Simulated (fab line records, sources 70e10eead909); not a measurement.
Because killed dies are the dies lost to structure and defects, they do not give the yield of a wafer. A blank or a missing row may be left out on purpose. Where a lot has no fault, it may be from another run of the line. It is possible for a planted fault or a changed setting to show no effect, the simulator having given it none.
A lot that was struck, set against a sound lot -- flow nandHarc -- 15 steps out of a route of 1302
Sound: the wafers L971.2, L971.4, L971.5. Wafers struck: L982.2, L982.4, L982.6. The cause is given at the end.
Per side, at each step with rows, come the tool, then ch with its chambers, and then its first start. Under that, the readings that differ: sound wafers -- struck wafers -- difference of the means -- sigmas: that difference in standard deviations of wafers without a fault.
alike: words and numbers the same on both sides, and readings whose means are apart by under 2 such deviations; not compared: readings that were withheld, readings missing a value for some wafer, numbers with overlapping values and no deviation given by the record, and bounds like >300 which may hide the same value.
Wherever a step has rows on one side only, a row that says differs or no value, or a row with sigmas, the two part there. Numbers that have no deviation but don't overlap get no sigmas and don't part them. A reading missing from all wafers of one side parts the sides only when that side holds two or more wafers.

NHARC_A_DECK1_JOINT_CMP_02: polishes SiOx.
  sound on cmp-01 ch 1,2,3, day 15 07:53; struck on cmp-01 ch 0,1, day 19 23:22
  alike: motorCurrentA
following that, these wafers have no rows for 1 step: NHARC_A_DECK1_JOINT_SRD_15.
NHARC_A_DECK1_JOINT_DEP_16: deposits SiO2, target thk 45 nm.
  sound on pecvd-04 ch 0,2, day 15 08:16; struck on pecvd-01 ch 0,1,2, day 19 23:49
  alike: heaterPowerW, throttleValvePct
NHARC_A_DECK1_JOINT_THK_MEAS_17: measures by ellipsometry.
  sound on filmMetro-01 at day 15 08:33; struck on filmMetro-02 at day 20 00:02
  alike: thkNm
NHARC_A_DECK1_JOINT_INSPECT_05:
  sound on defectInspect-01 at day 15 08:35; struck on defectInspect-02 at day 20 00:05
  alike: rawDefectCount
next comes 1 step that has no rows for these wafers: NHARC_A_ONON_D2_DEP_00 (target thickness 1000 nm).
NHARC_A_ONON_D2_THK_MEAS_02: measures by ellipsometry.
  sound on filmMetro-01 at day 15 09:10; struck on filmMetro-02 at day 20 00:40
  alike: thkNm
next comes 1 step that has no rows for these wafers: NHARC_A_ONON_D2_DEP_03 (target thickness 1000 nm).
NHARC_A_ONON_D2_THK_MEAS_05: measures by ellipsometry.
  sound on filmMetro-02 at day 15 09:44; struck on filmMetro-01 at day 20 01:13
  alike: thkNm
next comes 1 step that has no rows for these wafers: NHARC_A_ONON_D2_DEP_06 (target thickness 1000 nm).
NHARC_A_ONON_D2_THK_MEAS_08: measures by ellipsometry.
  sound on filmMetro-01 at day 15 10:18; struck on filmMetro-02 at day 20 01:47
  alike: thkNm
NHARC_A_ONON_D2_DEP_09: target thk 1000 nm.
  sound on pecvdOnon-03 ch 0, day 15 10:25; struck on pecvdOnon-04 ch 0, day 20 01:54
NHARC_A_ONON_D2_THK_MEAS_11: measures by ellipsometry.
  sound on filmMetro-02 at day 15 10:52; struck on filmMetro-02 at day 20 02:22
reading,sound,struck,difference,sigmas
thkNm (nm),1008 1007 1007,1616 1617 1617,+609,+55
next comes 1 step that has no rows for these wafers: NHARC_A_ONON_D2_DEP_12 (target thickness 1000 nm).
-- break in the record here, with 11 days between the starts of the struck wafers on either side (left off in module A_ONON_D2, picked up again in module END, where the first step shown is number 1302 on the route) --
NHARC_END_SORT_01:
  the record has rows for the struck wafers here (prober-02 ch 0, day 31 10:01) and none for the sound ones

== WHERE THEY PART ==
Earliest at NHARC_A_ONON_D2_THK_MEAS_11; latest, in this record, at NHARC_END_SORT_01.

WHY: what the simulator had put in
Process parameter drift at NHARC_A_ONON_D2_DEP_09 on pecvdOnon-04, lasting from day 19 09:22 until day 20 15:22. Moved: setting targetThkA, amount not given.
